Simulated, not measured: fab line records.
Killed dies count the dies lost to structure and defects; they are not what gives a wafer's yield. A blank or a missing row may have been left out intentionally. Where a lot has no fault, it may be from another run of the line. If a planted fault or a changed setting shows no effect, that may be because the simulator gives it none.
fab line records -- flow n5-finfet -- part 2 of 2: steps 21 to 31 of 31
[record] lots = 5, wafers = 15, last-day = 18
route steps=1938 shown PMOS_HMC_CHANNEL_EPI@65 FIN_SAQP@90
lots untouched by any fault: they come from a run of this same line in which no faults occurred
start-h: the number of hours between the record's first day and the start of the first shown wafer of the lot -- wait-h: hours elapsed since this lot's preceding step -- " same as the row above -- L1.1+2: a single row standing in for several wafers -- - value missing, or start not given -- * or withheld: withheld -- < > ~ a bound
route shown NAME@n: a module of which the file shows steps, and the number in the route of the first -- usual: the fault-free wafers' mean and standard deviation -- same: alike in all rows -- chamber/n: place in a boat -- sites: each site's reading -- _std_site: the standard deviation of these -- _edge_site: the outer-site mean with the inner-site mean subtracted -- radius-mm: for every site, how far away it sits from the centre of the wafer -- mask NAME#n: copy n -- behind: the last tool/chamber to shape the wafer -- hold: cause of the lot's hold/its duration in hours/its outcome -- device: the n, p or np transistor that did not switch -- end of line: at the end of the route, the tests of the same wafers -- a step given without rows: its recipe and nothing more -- killed: not the wafer's yield, but the dies lost to structure and defects at the first sort -- map: the dies of a wafer, with x for killed, . for not killed, _ for no die there
set.NAME: the setting that was run; set.NAME@STEP: the one run at that earlier step -- model.NAME: the simulator's own value behind a step, which no gauge read
lots at selected steps of the route; one table per step, one row per wafer
services: a tool's chamber out of use, with start hour (start-h, from the record's first day; less than 0 if before it), hours out, and reason
[[steps]]
[step N5_PMOS_HMC_CHANNEL_EPI_PRECLEAN_24]
[recipe] chemistry = DHF, time-s = 30, temp-c = 25, dilution = withheld
lot.wafer,tool,chamber,start-h,wait-h
L077.1+2+4,wet-bench-01,"6,1,2",37.83,0.0
L083.1+3+4,wet-bench-05,"1,6,2",75.52,0.0
L084.2+5+6,wet-bench-02,"1,3,6",80.45,0.0
L089.2+3+6,wet-bench-05,"0,6,4",109.95,0.0
L097.2+4+6,wet-bench-02,"3,4,7",157.78,0.0
[step N5_PMOS_HMC_CHANNEL_EPI_SRD_25]
[recipe] dry = ipa-marangoni, do-ppb = 5, time-s = 30, temp-c = 23, rinse-liquid = diw
lot.wafer,tool,chamber,start-h,wait-h
L077.1+2+4,wet-bench-01,"6,1,2",37.83,0.0
L083.1+3+4,wet-bench-05,"1,6,2",75.53,0.0
L084.2+5+6,wet-bench-02,"1,3,6",80.46,0.0
L089.2+3+6,wet-bench-05,"0,6,4",109.95,0.0
L097.2+4+6,wet-bench-02,"3,4,7",157.79,0.0
[step N5_PMOS_HMC_CHANNEL_EPI_EPI_26]
[recipe] material = Si, target-thk-a = 38, temp-c = 650, precursor = SiH4/H2, pressure-torr = 20, time-s = 22.7
[usual] lamp-inner-pct = 16.4/2, susceptor_temp_C_max = 651.5/0.42, throttle-valve-pct = 11.07/0.25
lot.wafer,tool,chamber,start-h,wait-h,lamp-inner-pct,susceptor_temp_C_max,throttle-valve-pct
L077.1,epi-rpcvd-02,0,37.88,0.0,13.7,651.5,10.44
L077.2,epi-rpcvd-02,0,37.88,0.0,13.6,651.5,10.47
L077.4,epi-rpcvd-02,0,37.88,0.0,13.9,652.2,10.31
L083.1,epi-rpcvd-03,0,75.58,0.0,18.4,652.3,11.09
L083.3,epi-rpcvd-03,0,75.58,0.0,18.3,651.9,10.90
L083.4,epi-rpcvd-03,0,75.58,0.0,18.1,652.8,11.06
L084.2,epi-rpcvd-04,0,80.56,0.1,14.3,651.0,11.33
L084.5,epi-rpcvd-04,0,80.56,0.1,14.4,651.2,11.34
L084.6,epi-rpcvd-04,0,80.56,0.1,14.6,651.9,11.24
L089.2,epi-rpcvd-04,0,110.05,0.1,14.4,651.1,11.03
L089.3,epi-rpcvd-04,0,110.05,0.1,14.5,651.5,11.22
L089.6,epi-rpcvd-04,0,110.05,0.1,14.2,651.6,11.01
L097.2,epi-rpcvd-03,0,157.91,0.1,18.2,651.7,10.85
L097.4,epi-rpcvd-03,0,157.91,0.1,18.2,650.9,10.98
L097.6,epi-rpcvd-03,0,157.91,0.1,18.3,651.6,10.54
[step N5_PMOS_HMC_CHANNEL_EPI_INSPECT_30]
[recipe] inspect-instrument = darkfield, mode = post-epi
[usual] raw-defect-count = 19/6.3
lot.wafer,tool,chamber,start-h,wait-h,raw-defect-count
L077.1,defect-inspect-02,-,38.25,0.0,14
L077.2,defect-inspect-02,-,38.25,0.0,22
L077.4,defect-inspect-02,-,38.25,0.0,22
L083.1,defect-inspect-02,-,76.05,0.0,11
L083.3,defect-inspect-02,-,76.05,0.0,26
L083.4,defect-inspect-02,-,76.05,0.0,15
L084.2,defect-inspect-01,-,80.88,0.0,18
L084.5,defect-inspect-01,-,80.88,0.0,9
L084.6,defect-inspect-01,-,80.88,0.0,13
L089.2,defect-inspect-02,-,110.37,0.0,12
L089.3,defect-inspect-02,-,110.37,0.0,15
L089.6,defect-inspect-02,-,110.37,0.0,20
L097.2,defect-inspect-02,-,158.31,0.0,21
L097.4,defect-inspect-02,-,158.31,0.0,27
L097.6,defect-inspect-02,-,158.31,0.0,27
[step N5_FIN_SAQP_PRECLEAN_42]
[recipe] chemistry = O3/DIW, time-s = 60, temp-c = 22, o3-ppm = 10
lot.wafer,tool,chamber,start-h,wait-h
L077.1+2+4,wet-bench-03,"0,2,5",38.50,0.3
L083.1+3+4,wet-bench-04,"7,6,5",76.08,0.0
L084.2+5+6,wet-bench-06,"6,1,0",80.90,0.0
L089.2+3+6,wet-bench-04,"4,5,6",110.40,0.0
L097.2+4+6,wet-bench-04,"6,1,2",158.34,0.0
[step N5_FIN_SAQP_PRECLEAN_00]
[recipe] chemistry = SC1, time-s = 60, temp-c = 55, mix = 1:2:50
[usual] diw-flow-mL-min = 1415/4.1
lot.wafer,tool,chamber,start-h,wait-h,diw-flow-mL-min
L077.1,wet-bench-03,0,38.52,0.0,1415
L077.2,wet-bench-03,2,38.52,0.0,1414
L077.4,wet-bench-03,5,38.52,0.0,1413
L083.1,wet-bench-04,7,76.10,0.0,1411
L083.3,wet-bench-04,6,76.10,0.0,1421
L083.4,wet-bench-04,5,76.10,0.0,1416
L084.2,wet-bench-06,6,80.92,0.0,1411
L084.5,wet-bench-06,1,80.92,0.0,1414
L084.6,wet-bench-06,0,80.92,0.0,1414
L089.2,wet-bench-04,4,110.42,0.0,1415
L089.3,wet-bench-04,5,110.42,0.0,1414
L089.6,wet-bench-04,6,110.42,0.0,1415
L097.2,wet-bench-04,6,158.36,0.0,1412
L097.4,wet-bench-04,1,158.36,0.0,1421
L097.6,wet-bench-04,2,158.36,0.0,1412
[step N5_FIN_SAQP_PRECLEAN_44]
[recipe] chemistry = SC2, time-s = 45, temp-c = 35, mix = 1:1:50
lot.wafer,tool,chamber,start-h,wait-h
L077.1+2+4,wet-bench-03,"0,2,5",38.54,0.0
L083.1+3+4,wet-bench-04,"7,6,5",76.12,0.0
L084.2+5+6,wet-bench-06,"6,1,0",80.94,0.0
L089.2+3+6,wet-bench-04,"4,5,6",110.44,0.0
L097.2+4+6,wet-bench-04,"6,1,2",158.37,0.0
[step N5_FIN_SAQP_SRD_01]
[recipe] dry = ipa-marangoni, time-s = 30, temp-c = 23, rinse-liquid = diw
lot.wafer,tool,chamber,start-h,wait-h
L077.1+2+4,wet-bench-03,"0,2,5",38.55,0.0
L083.1+3+4,wet-bench-04,"7,6,5",76.13,0.0
L084.2+5+6,wet-bench-06,"6,1,0",80.95,0.0
L089.2+3+6,wet-bench-04,"4,5,6",110.45,0.0
L097.2+4+6,wet-bench-04,"6,1,2",158.39,0.0
[step N5_FIN_SAQP_ALD_61]
[recipe] material = SiO2, target-thk-a = 40, temp-c = 300, ald-precursor-family = BDEAS, ald-co-reactant = O2-plasma, pulse-time-s = 1, purge-time-s = 2, co-reactant-purge-time-s = 2, ald-cycles = 43, pressure-torr = 2
[usual] heater-power-w = 500/46, precursor-pulse-height-rel = 1.003/0.022
lot.wafer,tool,chamber,start-h,wait-h,heater-power-w,precursor-pulse-height-rel
L077.1,ald-sin-02,2,38.60,0.0,493,0.986
L077.2,ald-sin-02,0,38.60,0.0,424,0.991
L077.4,ald-sin-02,1,38.60,0.0,484,1.008
L083.1,ald-sin-02,1,76.18,0.0,486,1.050
L083.3,ald-sin-02,0,76.18,0.0,417,0.968
L083.4,ald-sin-02,3,76.18,0.0,424,1.033
L084.2,ald-sin-04,1,81.22,0.2,437,1.007
L084.5,ald-sin-04,2,81.22,0.2,613,0.994
L084.6,ald-sin-04,1,81.22,0.2,435,1.042
L089.2,ald-sin-01,2,110.50,0.0,495,1.014
L089.3,ald-sin-01,0,110.50,0.0,510,1.005
L089.6,ald-sin-01,2,110.50,0.0,491,1.033
L097.2,ald-sin-04,0,158.43,0.0,563,0.998
L097.4,ald-sin-04,3,158.43,0.0,496,0.999
L097.6,ald-sin-04,1,158.43,0.0,427,1.006
[step N5_FIN_SAQP_DENSIFY_62]
[recipe] temp-c = 700, time-s = 60, ambient = N2, idle-temp-c = 600, ramp-up-c-per-s = 150, ramp-down-c-per-s = 60, cool-to-c = 600
[usual] lamp-power-pct = 9.85/0.052, wafer_temp_C_max = 703.3/0.57
lot.wafer,tool,chamber,start-h,wait-h,lamp-power-pct,wafer_temp_C_max
L077.1,rtp-anneal-02,0,39.02,0.3,9.94,703.5
L077.2,rtp-anneal-02,0,39.02,0.3,9.92,702.8
L077.4,rtp-anneal-02,0,39.02,0.3,9.90,703.9
L083.1,rtp-anneal-01,0,76.44,0.2,9.77,702.6
L083.3,rtp-anneal-01,0,76.44,0.2,9.79,702.7
L083.4,rtp-anneal-01,0,76.44,0.2,9.81,703.8
L084.2,rtp-anneal-02,0,81.50,0.2,9.83,702.9
L084.5,rtp-anneal-02,0,81.50,0.2,9.91,704.2
L084.6,rtp-anneal-02,0,81.50,0.2,9.79,703.3
L089.2,rtp-anneal-02,0,110.73,0.1,9.79,704.0
L089.3,rtp-anneal-02,0,110.73,0.1,9.90,702.0
L089.6,rtp-anneal-02,0,110.73,0.1,9.85,704.2
L097.2,rtp-anneal-02,0,158.67,0.1,9.92,704.5
L097.4,rtp-anneal-02,0,158.67,0.1,9.79,702.9
L097.6,rtp-anneal-02,0,158.67,0.1,9.82,702.8
[step N5_FIN_SAQP_HM_DEP_03]
[recipe] material = SiNx, target-thk-a = 380, temp-c = 400, precursor = SiH4/NH3/N2, pressure-torr = 1.5, rf-w = 300, time-s = 33.6
[usual] heater-power-w = 746/83, showerhead-plenum-p-Torr = 5.14/0.053, showerhead-vpp-V = 1049/51, throttle-valve-pct = 39.5/1.5
lot.wafer,tool,chamber,start-h,wait-h,heater-power-w,showerhead-plenum-p-Torr,showerhead-vpp-V,throttle-valve-pct
L077.1,pecvd-02,0,39.23,0.2,744,5.12,1013,38.5
L077.2,pecvd-02,1,39.23,0.2,815,5.17,1157,37.6
L077.4,pecvd-02,1,39.23,0.2,680,5.14,1162,37.8
L083.1,pecvd-02,0,76.85,0.3,686,5.12,1011,38.2
L083.3,pecvd-02,1,76.85,0.3,818,5.15,1149,37.6
L083.4,pecvd-02,1,76.85,0.3,822,5.16,1163,37.5
L084.2,pecvd-04,2,81.70,0.2,749,5.12,1100,40.8
L084.5,pecvd-04,0,81.70,0.2,885,5.12,1109,39.7
L084.6,pecvd-04,2,81.70,0.2,756,5.11,1092,40.5
L089.2,pecvd-03,0,110.93,0.2,805,5.11,1005,38.1
L089.3,pecvd-03,1,110.93,0.2,733,5.09,1058,42.5
L089.6,pecvd-03,0,110.93,0.2,826,5.11,1020,38.2
L097.2,pecvd-03,2,158.86,0.2,627,5.25,1050,40.0
L097.4,pecvd-03,2,158.86,0.2,639,5.26,1025,40.3
L097.6,pecvd-03,0,158.86,0.2,691,5.12,995,38.3
[[services]]
tool,chamber,start-h,hours,kind
cmp-04,-,13.19,2.0,repair
rie-si-05,-,13.27,0.1,repair
rie-si-05,-,21.03,15.6,pm
cmp-04,-,28.97,8.2,pm
rie-diel-06,3,29.32,3.4,repair
rie-si-04,1,34.89,4.4,repair
rie-diel-06,3,35.01,4.2,repair
wet-bench-01,-,40.68,204.0,repair
rie-si-04,-,43.06,14.6,pm
cmp-04,-,44.87,23.7,repair
epi-rpcvd-03,-,59.81,2.8,pm
cmp-04,-,69.29,5.7,pm
wet-bench-06,-,75.54,1.9,pm
rie-si-01,-,82.98,15.6,pm
rie-diel-06,3,91.32,4.9,repair
epi-rpcvd-04,-,95.12,5.9,repair
pecvd-03,-,95.85,2.8,pm
ald-sin-02,-,99.08,3.6,repair
wet-bench-05,-,100.10,3.6,repair
epi-rpcvd-02,-,102.11,8.1,pm
cmp-04,-,107.65,2.1,repair
rie-si-05,0,124.86,0.9,repair
rie-diel-06,2,124.88,3.2,repair
wet-bench-06,-,148.52,2.5,repair
